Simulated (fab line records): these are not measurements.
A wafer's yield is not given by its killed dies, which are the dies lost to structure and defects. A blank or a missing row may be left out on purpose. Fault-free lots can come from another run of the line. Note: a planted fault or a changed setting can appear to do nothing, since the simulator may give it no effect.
fab line records	flow n5_finfet
record: lots: 15	wafers: 41	last_day: 17
route steps=1938 shown BEOL_M7@1316 BEOL_M8@1349
lots with no fault: from the same line, run without faults
start_h: hours from the record's opening day to when the first of the lot's shown wafers began	wait_h: how many hours have passed since the lot's step before this one	" the same as in the row above	L1.1+2: a single row standing in for several wafers	- no value, or no start given	* or withheld: withheld	< > ~ a bound
route shown NAME@n: a module of which the file shows steps, and the number in the route of the first	usual: mean/standard deviation of fault-free wafers	same: alike in all rows	chamber/n: place in a boat	sites: the reading at each site	_std_site: the values' standard deviation	_edge_site: the outer-site mean with the inner-site mean subtracted	radius_mm: how far each site lies from the wafer's centre	mask NAME#n: copy n	behind: tool/chamber where the wafer was last shaped	hold: reason for holding the lot/hours on hold/outcome of the hold	device: the transistor (n, p or np) that didn't switch	end of line: the tests these same wafers got at the end of their route	a step given without rows: its recipe and nothing more	killed: at the first sort, the dies lost to defects and structure; wafer yield is something else	map: shows each die of a wafer: x if killed, . if not, _ if none is there
set.NAME: the setting that was run; set.NAME@STEP: the one run at that earlier step	model.NAME: the simulator's own value behind a step, which no gauge read
a sample of lots followed through the steps of the route, with each step as a table and each wafer as a row
services: the hour from which a tool's chamber was out of use, counted from the record's first day as start_h (under 0 if before that day), plus the number of hours and why
== steps ==
step: N5_BEOL_M7_CD_MEAS_35
recipe: target_cd_nm: 40	polarity: opening
usual: cd_nm: 40.2/0.66
lot.wafer	tool	chamber	start_h	wait_h	cd_nm
L242.2	cd_sem-03	-	195.02	0.0	39.7
L242.3	"	-	"	"	40.0
L242.6	"	-	"	"	40.3
L243.1	cd_sem-03	-	204.15	0.0	39.0
L243.3	"	-	"	"	39.2
L245.1	cd_sem-01	-	225.16	0.0	40.0
L245.2	"	-	"	"	39.8
L245.5	"	-	"	"	40.1
L246.1	cd_sem-03	-	230.01	0.0	40.7
L246.5	"	-	"	"	40.0
L246.6	"	-	"	"	40.3
L247.1	cd_sem-02	-	234.14	0.0	40.0
L247.2	"	-	"	"	40.7
L247.6	"	-	"	"	40.6
L248.3	cd_sem-03	-	238.93	0.0	40.1
L248.4	"	-	"	"	39.8
L249.1	cd_sem-01	-	252.17	0.0	41.0
L249.3	"	-	"	"	41.4
L249.4	"	-	"	"	40.6
L250.4	cd_sem-02	-	261.71	0.0	40.6
L250.5	"	-	"	"	40.8
L250.6	"	-	"	"	39.3
L252.1	cd_sem-02	-	264.77	0.0	39.6
L252.3	"	-	"	"	39.8
L252.6	"	-	"	"	40.0
L258.1	cd_sem-02	-	299.67	0.0	40.4
L258.2	"	-	"	"	39.6
L258.4	"	-	"	"	40.2
L257.2	cd_sem-03	-	301.86	0.0	40.1
L257.5	"	-	"	"	39.7
L257.6	"	-	"	"	40.3
L256.3	cd_sem-03	-	303.75	0.0	40.5
L256.4	"	-	"	"	40.4
L256.5	"	-	"	"	40.3
L260.3	cd_sem-03	-	309.05	0.0	40.6
L260.4	"	-	"	"	40.5
L260.5	"	-	"	"	40.5
L262.4	cd_sem-01	-	328.05	0.0	39.8
L262.6	"	-	"	"	39.8
L263.3	cd_sem-02	-	332.39	0.0	41.5
L263.6	"	-	"	"	39.8
step: N5_BEOL_M7_SPUTTER_48
recipe: material: Cu	target_thk_a: 100	temp_c: -20	bias_v: 60	power_w: 26000	chamber_pressure_pa: 0.13	time_s: 1.667
usual: chuck_gas_flow_sccm: 1.26/0.046	substrate_temp_c: -20.00/0.11	throttle_valve_pct: 30.2/0.89
lot.wafer	tool	chamber	start_h	wait_h	chuck_gas_flow_sccm	substrate_temp_c	throttle_valve_pct
L242.2	pvd_sputter-03	-	196.24	0.2	1.24	-20.00	30.2
L242.3	"	-	"	"	1.25	-19.81	30.2
L242.6	"	-	"	"	1.27	-19.99	29.3
L243.1	pvd_sputter-03	-	205.53	0.1	1.28	-20.07	29.4
L243.3	"	-	"	"	1.26	-19.95	30.2
L245.1	pvd_sputter-01	-	226.76	0.2	1.32	-20.22	29.4
L245.2	"	-	"	"	1.31	-20.02	30.9
L245.5	"	-	"	"	1.44	-20.00	31.6
L246.1	pvd_sputter-03	-	234.49	0.1	1.30	-20.09	29.3
L246.5	"	-	"	"	1.26	-20.07	29.4
L246.6	"	-	"	"	1.30	-19.88	30.1
L247.1	pvd_sputter-02	-	235.38	0.1	1.23	-20.08	28.9
L247.2	"	-	"	"	1.23	-20.19	29.4
L247.6	"	-	"	"	1.35	-20.12	29.3
L248.3	pvd_sputter-02	-	241.54	0.1	1.24	-19.86	30.2
L248.4	"	-	"	"	1.22	-20.09	29.0
L249.1	pvd_sputter-03	-	255.04	1.5	1.28	-20.11	30.3
L249.3	"	-	"	"	1.26	-19.94	30.1
L249.4	"	-	"	"	1.20	-20.10	31.8
L250.4	pvd_sputter-03	-	264.63	1.4	1.30	-20.06	31.8
L250.5	"	-	"	"	1.22	-19.99	31.7
L250.6	"	-	"	"	1.25	-20.03	30.3
L252.1	pvd_sputter-03	-	266.02	0.1	1.33	-20.13	30.5
L252.3	"	-	"	"	1.21	-20.12	31.7
L252.6	"	-	"	"	1.25	-20.04	30.3
L258.1	pvd_sputter-02	-	300.93	0.1	1.28	-19.90	29.1
L258.2	"	-	"	"	1.33	-19.99	30.3
L258.4	"	-	"	"	1.20	-20.05	29.5
L257.2	pvd_sputter-01	-	304.57	0.1	1.27	-19.85	29.6
L257.5	"	-	"	"	1.37	-19.91	31.0
L257.6	"	-	"	"	1.23	-20.14	30.7
L256.3	pvd_sputter-03	-	304.88	0.1	1.27	-19.93	31.7
L256.4	"	-	"	"	1.27	-19.91	29.5
L256.5	"	-	"	"	1.25	-19.82	31.6
L260.3	pvd_sputter-02	-	310.62	0.2	1.22	-19.89	28.9
L260.4	"	-	"	"	1.18	-19.92	29.7
L260.5	"	-	"	"	1.27	-20.12	30.2
L262.4	pvd_sputter-01	-	329.29	0.1	1.21	-19.93	30.6
L262.6	"	-	"	"	1.22	-19.98	30.5
L263.3	pvd_sputter-01	-	334.05	0.1	1.23	-19.90	30.7
L263.6	"	-	"	"	1.24	-20.00	30.7
step: N5_BEOL_M8_ETCH_61
recipe: chemistry: CF4	target: SiARC	target_depth_a: 455	mask_material: CAR-ArF	time_s: 75.8	ion_energy_ev: 80	pressure_mtorr: 40	source_w: 545	bias_w: 36	Ar_flow_sccm: 100	cf4_flow_sccm: 100	ends: cleared
usual: bias_w: 35.99/0.099	cf4_flow_sccm: 100.0/0.32	drypump_motor_current_A: 5.7/0.42	etch_rf_on_time_s: 74.4/2	mfc_ar_sccm: 100.0/0.31	oes_product_au: 0.71/0.052	rf_vpp_V: 184.4/1.2	showerhead_plenum_p_Torr: 2.17/0.063	throttle_valve_pct: 15.49/0.26
lot.wafer	tool	chamber	start_h	wait_h	bias_w	cf4_flow_sccm	drypump_motor_current_A	etch_rf_on_time_s	mfc_ar_sccm	oes_product_au	rf_hours_counter_h	rf_vpp_V	showerhead_plenum_p_Torr	throttle_valve_pct
L242.2	rie_diel-03	0	199.64	0.0	36.06	100.0	6.1	77.0	99.8	0.69	104	183.4	2.15	15.86
L242.3	"	2	"	"	36.05	99.8	5.5	73.4	99.8	0.76	44	186.0	2.26	15.69
L242.6	"	0	"	"	36.07	99.6	6.1	78.4	100.2	0.69	-	184.2	2.15	15.86
L243.1	rie_diel-02	0	209.68	0.0	35.78	100.0	6.5	73.8	100.1	0.78	38	182.1	2.11	15.80
L243.3	"	2	"	"	36.01	100.5	5.6	77.2	100.0	0.57	256	185.2	2.10	15.74
L245.1	rie_diel-06	2	230.42	0.0	35.74	100.1	5.1	73.5	99.9	0.72	50	184.7	2.16	15.14
L245.2	"	3	"	"	36.14	99.7	5.8	69.4	99.6	0.72	91	185.7	2.25	15.43
L245.5	"	0	"	"	35.97	100.3	6.2	77.3	100.1	0.68	-	186.0	2.24	15.11
L246.1	rie_diel-03	3	238.71	0.0	35.96	100.3	5.6	74.7	100.0	0.70	73	184.5	2.16	15.37
L246.5	"	0	"	"	36.03	100.0	6.1	76.0	99.8	0.69	-	186.0	2.15	15.89
L246.6	"	1	"	"	35.89	99.6	5.6	71.8	100.4	0.76	-	186.2	2.26	15.46
L247.1	rie_diel-06	0	238.86	0.0	35.89	100.2	6.1	77.2	99.9	0.69	77	185.4	2.24	15.11
L247.2	"	1	"	"	36.12	99.7	6.1	73.8	100.2	0.67	125	183.5	2.06	15.61
L247.6	"	2	"	"	36.03	99.5	5.1	74.1	99.5	0.72	-	183.1	2.16	15.15
L248.3	rie_diel-06	0	245.35	0.0	35.94	100.3	6.2	76.7	100.1	0.70	79	185.1	2.24	15.12
L248.4	"	3	"	"	35.86	100.2	5.8	71.3	99.8	0.71	96	185.7	2.25	15.43
L249.1	rie_diel-03	2	259.57	0.0	36.02	99.7	5.5	73.4	100.3	0.74	63	185.2	2.25	15.73
L249.3	"	1	"	"	35.97	100.1	5.6	72.5	100.4	0.75	42	185.5	2.26	15.46
L249.4	"	3	"	"	36.21	99.9	5.7	75.9	100.2	0.68	80	184.7	2.16	15.37
L250.4	rie_diel-02	2	267.75	0.0	35.87	99.9	5.6	73.0	100.4	0.82	8	182.1	2.09	15.22
L250.5	"	3	"	"	35.88	99.8	4.9	76.3	100.0	0.66	-	183.1	2.16	15.33
L250.6	"	2	"	"	35.95	100.0	5.6	71.8	99.6	0.83	-	184.1	2.09	15.22
L252.1	rie_diel-03	1	270.00	0.0	35.82	100.0	5.6	72.3	100.0	0.75	46	186.4	2.26	15.48
L252.3	"	3	"	"	36.13	100.5	5.6	74.6	99.7	0.69	85	184.1	2.16	15.37
L252.6	"	2	"	"	35.99	100.2	5.5	73.4	100.2	0.74	-	185.2	2.25	15.73
L258.1	rie_diel-03	0	304.62	0.0	36.00	99.8	6.1	77.1	99.8	0.66	141	183.9	2.14	15.96
L258.2	"	1	"	"	35.99	100.0	5.7	72.6	100.4	0.74	60	185.7	2.25	15.51
L258.4	"	3	"	"	35.99	100.1	5.7	76.9	100.3	0.67	97	184.9	2.15	15.41
L257.2	rie_diel-02	0	309.83	0.0	36.04	100.2	6.5	74.7	99.7	0.73	76	180.6	2.10	15.86
L257.5	"	2	"	"	35.98	100.4	5.6	72.9	100.0	0.79	-	182.7	2.09	15.24
L257.6	"	3	"	"	35.88	100.1	4.9	75.6	100.2	0.65	-	185.0	2.15	15.36
L256.3	rie_diel-02	3	310.08	0.0	35.96	100.0	4.9	76.6	99.9	0.64	136	184.6	2.15	15.37
L256.4	"	0	"	"	36.04	99.9	6.4	75.7	100.0	0.71	76	184.8	2.10	15.88
L256.5	"	0	"	"	36.03	99.8	6.5	75.9	99.9	0.73	-	183.1	2.10	15.87
L260.3	rie_diel-03	0	313.81	0.0	35.90	99.9	6.1	76.3	99.6	0.67	145	184.6	2.14	15.94
L260.4	"	1	"	"	35.96	100.2	5.7	71.3	99.7	0.73	64	185.3	2.25	15.50
L260.5	"	0	"	"	36.06	99.8	6.1	76.2	99.7	0.66	-	183.0	2.14	15.95
L262.4	rie_diel-06	2	333.90	0.0	35.86	99.9	5.2	73.5	100.3	0.69	83	184.4	2.15	15.20
L262.6	"	2	"	"	36.01	99.8	5.1	73.3	99.9	0.68	-	185.7	2.15	15.21
L263.3	rie_diel-03	1	340.50	0.0	35.94	99.9	5.6	73.1	99.9	0.71	74	185.8	2.25	15.53
L263.6	"	1	"	"	35.90	100.5	5.7	73.9	99.8	0.71	-	185.1	2.25	15.54
step: N5_BEOL_M8_ETCH_62
recipe: chemistry: N2/H2	target: SOC	target_depth_a: 1100	overetch_a: 220	mask_material: SiARC	temp_c: 40	time_s: 165	ion_energy_ev: 200	pressure_mtorr: 30	source_w: 840	bias_w: 150	n2_flow_sccm: 200	h2_flow_sccm: 200
usual: bias_w: 150.0/0.51	chamber_pressure_mTorr: 30.000/0.026	drypump_motor_current_A: 5.7/0.42	h2_flow_sccm: 200.0/0.59	oes_product_au: 0.70/0.046	rf_vpp_V: 525.0/2.4	showerhead_plenum_p_Torr: 2.58/0.086	throttle_valve_pct: 17.75/0.29
lot.wafer	tool	chamber	start_h	wait_h	bias_w	chamber_pressure_mTorr	drypump_motor_current_A	h2_flow_sccm	oes_product_au	rf_hours_counter_h	rf_vpp_V	showerhead_plenum_p_Torr	throttle_valve_pct
L242.2	rie_diel-03	0	199.70	0.0	151.2	30.002	6.1	200.6	0.69	104	524.0	2.56	18.21
L242.3	"	2	"	"	150.4	30.015	5.5	200.4	0.74	44	528.9	2.71	18.14
L242.6	"	0	"	"	151.5	30.023	6.1	200.3	0.69	-	524.3	2.56	18.20
L243.1	rie_diel-02	0	209.74	0.0	149.4	29.968	6.5	199.4	0.76	38	523.0	2.49	18.06
L243.3	"	2	"	"	149.9	30.003	5.6	201.2	0.58	256	520.4	2.49	17.99
L245.1	rie_diel-06	2	230.48	0.0	150.5	30.012	5.1	199.5	0.71	50	524.4	2.59	17.54
L245.2	"	3	"	"	149.7	29.963	5.7	200.8	0.68	91	526.9	2.67	17.59
L245.5	"	0	"	"	150.1	30.022	6.2	200.0	0.70	-	527.5	2.70	17.51
L246.1	rie_diel-03	3	238.77	0.0	150.4	30.008	5.7	200.5	0.69	73	525.7	2.58	17.75
L246.5	"	0	"	"	150.1	29.984	6.1	201.0	0.67	-	524.2	2.55	18.23
L246.6	"	1	"	"	149.5	30.008	5.6	199.2	0.74	-	528.6	2.69	17.49
L247.1	rie_diel-06	0	238.91	0.0	149.3	30.022	6.1	199.5	0.70	77	528.3	2.69	17.49
L247.2	"	1	"	"	150.0	30.017	6.1	200.8	0.65	125	519.6	2.43	17.69
L247.6	"	2	"	"	150.0	29.978	5.1	199.8	0.71	-	525.5	2.59	17.51
L248.3	rie_diel-06	0	245.40	0.0	150.0	30.030	6.1	200.0	0.69	79	526.6	2.69	17.52
L248.4	"	3	"	"	150.3	29.975	5.8	200.3	0.67	96	526.9	2.67	17.60
L249.1	rie_diel-03	2	259.62	0.0	-	-	-	-	-	-	-	-	-
L249.3	"	1	"	"	-	-	-	-	-	-	-	-	-
L249.4	"	3	"	"	-	-	-	-	-	-	-	-	-
L250.4	rie_diel-02	2	267.80	0.0	-	-	-	-	-	-	-	-	-
L250.5	"	3	"	"	-	-	-	-	-	-	-	-	-
L250.6	"	2	"	"	-	-	-	-	-	-	-	-	-
L252.1	rie_diel-03	1	270.06	0.0	-	-	-	-	-	-	-	-	-
L252.3	"	3	"	"	-	-	-	-	-	-	-	-	-
L252.6	"	2	"	"	-	-	-	-	-	-	-	-	-
L258.1	rie_diel-03	0	304.68	0.0	149.7	29.955	6.2	199.2	0.66	141	525.8	2.54	18.26
L258.2	"	1	"	"	149.6	30.007	5.6	200.2	0.71	60	527.1	2.68	17.53
L258.4	"	3	"	"	150.2	30.024	5.6	200.2	0.67	97	525.7	2.57	17.80
L257.2	rie_diel-02	0	309.88	0.0	149.2	29.977	6.4	200.0	0.72	76	520.9	2.47	18.12
L257.5	"	2	"	"	149.2	29.974	5.6	200.5	0.76	-	522.2	2.47	17.54
L257.6	"	3	"	"	149.9	30.000	4.9	200.3	0.64	-	524.5	2.56	17.60
L256.3	rie_diel-02	3	310.14	0.0	150.5	29.987	4.9	198.9	0.64	136	525.2	2.56	17.60
L256.4	"	0	"	"	149.9	30.008	6.5	199.8	0.72	76	523.8	2.47	18.11
L256.5	"	0	"	"	149.8	30.043	6.4	199.9	0.71	-	522.0	2.47	18.13
L260.3	rie_diel-03	0	313.87	0.0	150.0	30.025	6.2	199.6	0.66	145	522.7	2.54	18.28
L260.4	"	1	"	"	150.7	30.027	5.7	199.3	0.71	64	527.8	2.67	17.55
L260.5	"	0	"	"	150.1	29.995	6.1	200.4	0.66	-	523.4	2.54	18.28
L262.4	rie_diel-06	2	333.96	0.0	149.9	30.000	5.1	199.2	0.67	83	525.8	2.57	17.58
L262.6	"	2	"	"	149.9	30.015	5.1	201.1	0.67	-	523.9	2.58	17.58
L263.3	rie_diel-03	1	340.55	0.0	149.8	29.987	5.7	201.1	0.70	74	527.9	2.67	17.56
L263.6	"	1	"	"	150.5	29.999	5.7	200.3	0.69	-	527.2	2.67	17.55
step: N5_BEOL_M8_HM_OPEN_17
recipe: chemistry: Cl2/BCl3	target_depth_a: 200	overetch_a: 60	target: TiN	mask_material: SOC	ion_energy_ev: 150	pressure_mtorr: 10	icp_w: 1000	bias_w: 126	Cl2_flow_sccm: 53.25	bcl3_flow_sccm: 21.75	Ar_flow_sccm: 25
usual: drypump_motor_current_A: 5.64/0.22	mfc_ar_sccm: 24.99/0.077	oes_ar_750_au: 0.76/0.098	oes_product_au: 0.64/0.076	throttle_valve_pct: 22.16/0.11
lot.wafer	tool	chamber	start_h	wait_h	drypump_motor_current_A	mfc_ar_sccm	oes_ar_750_au	oes_product_au	rf_hours_counter_h	throttle_valve_pct
L242.2	rie_metal-02	1	199.88	0.0	5.57	24.91	0.65	0.53	110	22.05
L242.3	"	1	"	"	5.51	24.99	0.65	0.53	-	22.03
L242.6	"	1	"	"	5.52	24.99	0.64	0.53	-	22.05
L243.1	rie_metal-02	1	209.92	0.0	5.51	25.06	0.65	0.53	111	22.03
L243.3	"	1	"	"	5.54	25.04	0.65	0.53	-	22.03
L245.1	rie_metal-01	0	230.67	0.0	6.05	24.90	0.69	0.59	76	22.22
L245.2	"	0	"	"	6.01	24.94	0.69	0.59	-	22.23
L245.5	"	0	"	"	6.04	24.99	0.69	0.59	-	22.23
L246.1	rie_metal-03	0	238.96	0.0	5.73	24.83	0.74	0.64	60	22.13
L246.5	"	1	"	"	5.15	25.08	0.75	0.65	-	22.16
L246.6	"	0	"	"	5.72	24.82	0.74	0.63	-	22.13
L247.1	rie_metal-01	0	239.10	0.0	6.05	24.96	0.69	0.59	76	22.24
L247.2	"	0	"	"	6.04	25.00	0.69	0.58	-	22.22
L247.6	"	0	"	"	6.00	24.94	0.69	0.58	-	22.23
L248.3	rie_metal-03	1	245.62	0.1	5.14	25.07	0.75	0.65	-	22.17
L248.4	"	0	"	"	5.74	25.10	0.74	0.62	-	22.14
L249.1	rie_metal-01	1	259.81	0.0	5.64	24.94	1.00	0.36	1	22.92
L249.3	"	0	"	"	6.01	24.94	0.69	0.26	-	22.86
L249.4	"	1	"	"	5.65	24.89	1.00	0.36	-	22.92
L250.4	rie_metal-02	1	268.02	0.1	5.51	25.00	0.64	0.23	-	22.69
L250.5	"	1	"	"	5.48	24.85	0.64	0.23	-	22.68
L250.6	"	0	"	"	5.57	25.09	0.79	0.29	-	22.83
L252.1	rie_metal-02	1	270.25	0.0	5.50	25.03	0.64	0.23	117	22.70
L252.3	"	1	"	"	5.51	25.04	0.64	0.23	-	22.69
L252.6	"	1	"	"	5.51	25.01	0.63	0.23	-	22.69
L258.1	rie_metal-02	0	304.87	0.0	5.59	25.01	0.77	0.65	47	22.19
L258.2	"	0	"	"	5.59	24.89	0.78	0.65	-	22.19
L258.4	"	0	"	"	5.59	25.07	0.78	0.65	-	22.18
L257.2	rie_metal-02	0	310.10	0.1	5.59	24.88	0.77	0.65	-	22.19
L257.5	"	0	"	"	5.57	24.87	0.77	0.65	-	22.17
L257.6	"	0	"	"	5.59	24.86	0.77	0.64	-	22.19
L256.3	rie_metal-02	0	310.39	0.1	5.57	25.01	0.77	0.64	-	22.18
L256.4	"	0	"	"	5.57	25.06	0.77	0.64	-	22.20
L256.5	"	0	"	"	5.59	24.96	0.77	0.64	-	22.21
L260.3	rie_metal-01	1	314.08	0.1	5.66	25.08	0.94	0.76	-	22.28
L260.4	"	0	"	"	6.03	24.97	0.68	0.59	-	22.21
L260.5	"	1	"	"	5.65	24.96	0.94	0.77	-	22.26
L262.4	rie_metal-01	1	334.18	0.1	5.66	24.89	0.93	0.76	-	22.27
L262.6	"	0	"	"	6.01	25.03	0.67	0.58	-	22.23
L263.3	rie_metal-02	0	340.77	0.1	5.56	25.05	0.77	0.64	-	22.19
L263.6	"	1	"	"	5.53	24.97	0.99	0.80	-	21.75
step: N5_BEOL_M8_CD_MEAS_18
recipe: pitch_nm: 80	target_cd_nm: 40
usual: cd_nm: 40.7/0.7
lot.wafer	tool	chamber	start_h	wait_h	cd_nm
L242.2	cd_sem-01	-	200.09	0.1	40.7
L242.3	"	-	"	"	40.7
L242.6	"	-	"	"	41.5
L243.1	cd_sem-01	-	210.10	0.0	42.4
L243.3	"	-	"	"	40.2
L245.1	cd_sem-02	-	230.94	0.0	40.8
L245.2	"	-	"	"	40.5
L245.5	"	-	"	"	40.0
L246.1	cd_sem-01	-	239.14	0.0	39.9
L246.5	"	-	"	"	39.8
L246.6	"	-	"	"	39.9
L247.1	cd_sem-02	-	239.37	0.0	41.7
L247.2	"	-	"	"	40.9
L247.6	"	-	"	"	42.1
L248.3	cd_sem-01	-	245.80	0.1	40.1
L248.4	"	-	"	"	40.3
L249.1	cd_sem-02	-	260.07	0.0	-
L249.3	"	-	"	"	-
L249.4	"	-	"	"	-
L250.4	cd_sem-03	-	268.18	0.1	-
L250.5	"	-	"	"	-
L250.6	"	-	"	"	-
L252.1	cd_sem-01	-	270.55	0.0	-
L252.3	"	-	"	"	-
L252.6	"	-	"	"	-
L258.1	cd_sem-01	-	305.14	0.0	40.4
L258.2	"	-	"	"	40.7
L258.4	"	-	"	"	40.5
L257.2	cd_sem-03	-	310.51	0.1	41.4
L257.5	"	-	"	"	41.1
L257.6	"	-	"	"	39.8
L256.3	cd_sem-02	-	310.61	0.1	40.4
L256.4	"	-	"	"	40.5
L256.5	"	-	"	"	40.6
L260.3	cd_sem-01	-	314.25	0.1	40.0
L260.4	"	-	"	"	40.4
L260.5	"	-	"	"	40.2
L262.4	cd_sem-03	-	334.50	0.1	41.2
L262.6	"	-	"	"	40.3
L263.3	cd_sem-03	-	341.08	0.1	41.2
L263.6	"	-	"	"	40.8
== services ==
tool	chamber	start_h	hours	kind
rie_diel-02	2	177.14	9.3	repair
rie_diel-02	1	178.63	14.1	repair
rie_metal-01	1	186.18	2.5	repair
rie_diel-03	1	186.86	6.5	repair
rie_diel-02	1	193.11	-	clean
rie_diel-02	1	193.11	-	consumable_replace:focus_ring
rie_diel-02	1	193.11	25.0	scheduled_down
rie_diel-02	1	193.11	25.0	vent_cycle
rie_diel-03	1	202.38	5.7	repair
rie_diel-03	-	207.12	0.4	repair
rie_diel-02	2	220.79	6.6	repair
rie_diel-02	3	222.10	1.4	repair
rie_diel-02	2	227.67	-	clean
rie_diel-02	2	227.67	-	consumable_replace:focus_ring
rie_diel-02	2	227.67	19.5	scheduled_down
rie_diel-02	2	227.67	19.5	vent_cycle
rie_metal-03	-	239.70	0.5	repair
rie_diel-03	2	246.73	2.6	repair
rie_metal-01	-	255.61	1.0	repair
pvd_sputter-01	-	265.60	4.9	repair
rie_metal-02	1	290.19	-	clean
pvd_sputter-02	-	306.05	1.9	repair
rie_diel-06	-	307.32	2.8	pm
rie_diel-02	-	329.88	24.2	repair
== key ==
first_sign: step: N5_BEOL_M8_ETCH_62	reading: tool_record	direction: missing
effect: step: N5_BEOL_M8_HM_OPEN_17	reading: oes_product_au	direction: down	sigmas: 4.8	usual: 0.64	struck: 0.27
effect: step: N5_BEOL_M8_CD_MEAS_18	reading: cd_nm	direction: missing
met_at N5_BEOL_M8_ETCH_62
struck_lots L249,L250,L252
later_rows_left_out L249.1,L249.3,L249.4,L250.4,L250.5,L250.6,L252.1,L252.3,L252.6
sort_left_out L249.1,L249.3,L249.4,L250.4,L250.5,L250.6,L252.1,L252.3,L252.6
not_acting_at N5_BEOL_M7_CD_MEAS_35,N5_BEOL_M7_SPUTTER_48,N5_BEOL_M8_ETCH_61
onset_between 238.77 259.62
fault: kind: skipped_step_whole	tool: rie_diel-02,rie_diel-03	chamber: -	onset_h: 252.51	steps: N5_BEOL_M8_ETCH_62	scope: struck_lots_only
sort_left_out: the simulated sort isn't trusted on such a fault, so these wafers' sort isn't shown, and their yield isn't known
later_rows_left_out: the simulator's readings of these wafers behind a module that went badly wrong aren't trusted and aren't shown, but for the sort
